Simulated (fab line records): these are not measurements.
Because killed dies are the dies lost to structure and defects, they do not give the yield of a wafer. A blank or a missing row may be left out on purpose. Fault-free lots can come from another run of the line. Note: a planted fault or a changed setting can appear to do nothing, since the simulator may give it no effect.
Which of the tools did it? | flow nand harc | 7 lots, 21 wafers sampled, at 3 steps of a route of 1302

WHAT THE GAUGES READ, wafer by wafer
NHARC_A_ONON_D1_THK_MEAS_11: measures by ellipsometry.
lot  | measured     | on            | thk nm (nm)
L558 | day 8 02:00  | film metro-02 | 1006 1004 1005
L562 | day 9 20:52  | film metro-02 | 998 996 995
L570 | day 13 06:59 | film metro-02 | 1000 1444 1000
L572 | day 13 22:53 | film metro-02 | 1005 1003 1004
L576 | day 15 17:14 | film metro-02 | 1002 1002 1001
L578 | day 17 01:46 | film metro-01 | 991 990 992
L580 | day 17 14:23 | film metro-01 | 1005 1007 1004

WHICH TOOL RAN EACH LOT (tool, then ch and the chambers of the sampled wafers, then the start)
lot  | NHARC_A_ZERO_WELL_DESCUM_12        | NHARC_A_ONON_D1_DEP_09
L558 | rie diel-07 ch 1,2, day 7 03:07    | pecvd onon-04 ch 0, day 8 01:37
L562 | rie diel-01 ch 0,2,3, day 8 21:26  | pecvd onon-04 ch 0, day 9 20:22
L570 | rie diel-01 ch 0,1,3, day 12 06:46 | pecvd onon-03 ch 0, day 13 06:35
L572 | rie diel-01 ch 1,3, day 12 21:01   | pecvd onon-04 ch 0, day 13 22:22
L576 | rie diel-01 ch 0,1,2, day 14 15:32 | pecvd onon-02 ch 0, day 15 16:44
L578 | rie diel-01 ch 0,2,3, day 16 02:20 | pecvd onon-02 ch 0, day 17 01:18
L580 | rie diel-01 ch 0,2,3, day 16 14:30 | pecvd onon-03 ch 0, day 17 13:52
- NHARC_A_ZERO_WELL_DESCUM_12: chemistry O2, time 3 s.
- NHARC_A_ONON_D1_DEP_09: target thk 1000 nm.

THE ANSWER, worked out from the rows above alone
Rule: the lots themselves supply what counts as usual. The widest of any qualifying gaps counts: lots, ordered by their means at a reading, are off when they make up no more than a third of the lots, leave a main group of 4 or more, and stand apart from it by 3 or more times the standard deviation of that group's means. Not used: any main group whose means are identical at the precision the tables above print for the reading. Also off: a lot with no number at a reading for which 4 or more lots have one. All remaining lots with rows at the step are treated as sound.
Off, at NHARC_A_ONON_D1_THK_MEAS_11 on thk nm: L570. The main group: mean 1001 nm, standard deviation 5.2.
A tool fits if, at a process step before that reading, it ran every lot that is off, and no sound lot after the first of them. The gauges at NHARC_A_ONON_D1_THK_MEAS_11 are tried like those tools. No candidate that was tried fits.

WHAT THE SIMULATOR HAD PUT IN
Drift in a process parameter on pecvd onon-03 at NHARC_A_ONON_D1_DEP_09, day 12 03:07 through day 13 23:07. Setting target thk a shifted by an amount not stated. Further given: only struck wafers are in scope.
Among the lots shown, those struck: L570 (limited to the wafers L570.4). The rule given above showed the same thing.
